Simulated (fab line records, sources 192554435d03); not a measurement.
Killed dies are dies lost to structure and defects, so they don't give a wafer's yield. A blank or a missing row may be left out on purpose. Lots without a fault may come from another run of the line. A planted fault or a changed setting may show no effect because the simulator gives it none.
A struck lot beside a sound one | flow n5_finfet | 29 steps out of a route of 1938
Sound: wafers L138.1, L138.2, L138.3. Struck: wafers L143.1, L143.2, L143.6. The cause comes at the end.
At each step with rows: each side's tool, then ch and its chambers, then its first start. Under that, the readings that differ: sound wafers | struck wafers | difference of the means | sigmas: that difference in standard deviations of wafers without a fault.
alike: readings whose means differ by less than 2 such deviations, and words and numbers that are the same on both sides. not compared: withheld readings, readings that some wafer has no value for, bounds like >300 that may hide the same value, and numbers for which the record gives no deviation and whose values overlap.
The two part at a step that has a row with sigmas, a row that says differs or no value, or rows on one side only. Numbers that don't overlap but have no deviation are shown without sigmas and don't part them. A reading that every wafer of one side lacks parts them only if that side has two wafers or more.

N5_BEOL_M6_ETCH_72: etches underlayer in N2/H2, target depth 6.5 nm, time 5.2 s.
  sound on rie_diel-05 ch 0,1,2, day 10 13:29; struck on rie_diel-05 ch 0,1, day 11 14:10
  alike: chamber_pressure_mTorr, drypump_motor_current_A, etch_rf_on_time_s, oes_product_au, rf_vpp_V, showerhead_plenum_p_Torr, throttle_valve_pct
  not compared: rf_hours_counter_h
then, 4 steps without rows for these wafers: N5_BEOL_M6_ETCH_65 (etches SiARC in CF4, target depth 15.6 nm, time 26 s); N5_BEOL_M6_ETCH_66 (etches SOC in N2/H2, target depth 80 nm, overetch 16 nm, time 120 s); N5_BEOL_M6_STRIP_69 (strips in N2/H2); N5_BEOL_M6_STRIP_73 (strips in N2/H2).
N5_BEOL_M6_VIA_ETCH_34: etches SiCOH lowk in C4F6/O2, target depth 126.3 nm, time 50.9 s.
  sound on rie_diel-05 ch 0,1,2, day 10 13:38; struck on rie_diel-05 ch 0,1, day 11 14:23
  alike: chamber_pressure_mTorr, drypump_motor_current_A, oes_ar_750_au, oes_product_au, rf_vpp_V, showerhead_plenum_p_Torr, throttle_valve_pct
  not compared: rf_hours_counter_h
then, 2 steps without rows for these wafers: N5_BEOL_M6_STRIP_76 (strips in C4F6/O2); N5_BEOL_M6_STRIP_36 (strips in N2/H2).
N5_BEOL_M6_TRENCH_ETCH_37: etches SiCOH lowk in C4F6/O2, target depth 94.435 nm, time 31.5 s.
  sound on rie_diel-05 ch 0,1,2; struck on rie_diel-05 ch 0,1
  alike: chamber_pressure_mTorr, drypump_motor_current_A, oes_ar_750_au, oes_product_au, rf_vpp_V, showerhead_plenum_p_Torr, throttle_valve_pct
  not compared: rf_hours_counter_h
then, 2 steps without rows for these wafers: N5_BEOL_M6_ETCH_41 (etches SiCN in CH3F/O2, target depth 29.7 nm, time 52 s); N5_BEOL_M6_STRIP_80 (strips in N2/H2, time 10 s).
N5_BEOL_M6_OCD_MEAS_38:
  sound on ocd-02, day 10 13:53; struck on ocd-02, day 11 14:44
  alike: trench_depth_nm
N5_BEOL_M6_HM_STRIP_39: strips TiN in peroxide tin strip, target depth 25 nm, time 158 s.
  sound on wet_bench-02 ch 0,5,6, day 10 13:55; struck on wet_bench-04 ch 4,6,7, day 11 14:47
  no value came back on the struck wafers for bath_guard_temp_C (C), bath_heat_duty_pct (%); on the sound wafers bath_guard_temp_C (C) reads 51.2 49.0 50.1
  reading                                    | sound | struck         | difference | sigmas
  model.TiN_of_BEOL_M6_HM_DEP_02.thk_nm (nm) | 0 0 0 | 17.8 17.6 17.4 | +17.6      |
then, 1 step without rows for these wafers: N5_BEOL_M6_SRD_40 (time 30 s).
N5_BEOL_M6_PRECLEAN_42: cleans in residue remover, time 60 s.
  sound on wet_bench-02 ch 0,5,6, day 10 13:59; struck on wet_bench-04 ch 4,6,7, day 11 14:51
  reading                                    | sound | struck      | difference | sigmas
  model.TiN_of_BEOL_M6_HM_DEP_02.thk_nm (nm) | 0 0 0 | 6.8 6.6 6.4 | +6.6       |
then, 1 step without rows for these wafers: N5_BEOL_M6_SRD_43 (time 30 s).
N5_BEOL_M6_CD_MEAS_35: target cd 40 nm, target cd y 28 nm.
  sound on cd_sem-02, day 10 14:03; struck on cd_sem-01, day 11 14:55
  alike: cd_nm
N5_BEOL_M6_CURE_75: cures SiCOH lowk, time 120 s.
  sound on uv_cure-01 ch 1, day 10 14:11; struck on uv_cure-02 ch 2, day 11 14:57
  alike: lamp_power_pct, wafer_temp_C_max
then, 2 steps without rows for these wafers: N5_BEOL_M6_DEGAS_44 (time 60 s); N5_BEOL_M6_PRE_CLEAN_45 (time 30 s).
N5_BEOL_M6_ALD_77: deposits TaN, target thk 2 nm, pulse time 2 s, purge time 3 s.
  sound on ald_metal-03 ch 1,2,3, day 10 14:37; struck on ald_metal-01 ch 1,2,3, day 11 15:34
  alike: heater_power_w, precursor_vessel_carrier_sccm
then, 5 steps without rows for these wafers: N5_BEOL_M6_SURFACE_TREAT_79; N5_BEOL_M6_CVD_78 (deposits Co from CCTBA/H2, target thk 2 nm, time 142.3 s); N5_BEOL_M6_SPUTTER_48 (material Cu, target thk 10 nm, time 1.667 s); N5_BEOL_M6_ECD_50 (material Cu, target thk 300 nm); N5_BEOL_M6_ANNEAL_51 (time 90 s).
N5_BEOL_M6_CMP_52: polishes, stops on SiCOH lowk, t overpolish 6.9 s, target thk 80 nm.
  sound on cmp-02 ch 0,1,3, day 10 16:28; struck on cmp-02 ch 0,3, day 11 18:05
  reading                      | sound          | struck         | difference | sigmas
  barrier_field_endpoint_s (s) | 28.9 28.9 28.5 | 35.7 36.9 38.4 | +8.2       | +8
  alike: motor_current_A
  not compared: pad_life_wafers
N5_BEOL_M6_THK_MEAS_53: measures by xrf.
  sound on film_metro-01, day 10 16:46; struck on film_metro-02, day 11 18:23
  alike: M6_THK
-- the record jumps here: 4 days lie between the struck wafers' starts before and after (it left off in module BEOL_M6 and takes up again in module PASSIVATION, whose first step shown is number 1936 of the route) --
N5_PASSIVATION_PROBE_49:
  the record has rows for the struck wafers here (prober-02, day 15 09:25) and none for the sound ones

WHERE THEY PART
First at N5_BEOL_M6_HM_STRIP_39; last, within this record, at N5_PASSIVATION_PROBE_49.

WHY: what the simulator had put in
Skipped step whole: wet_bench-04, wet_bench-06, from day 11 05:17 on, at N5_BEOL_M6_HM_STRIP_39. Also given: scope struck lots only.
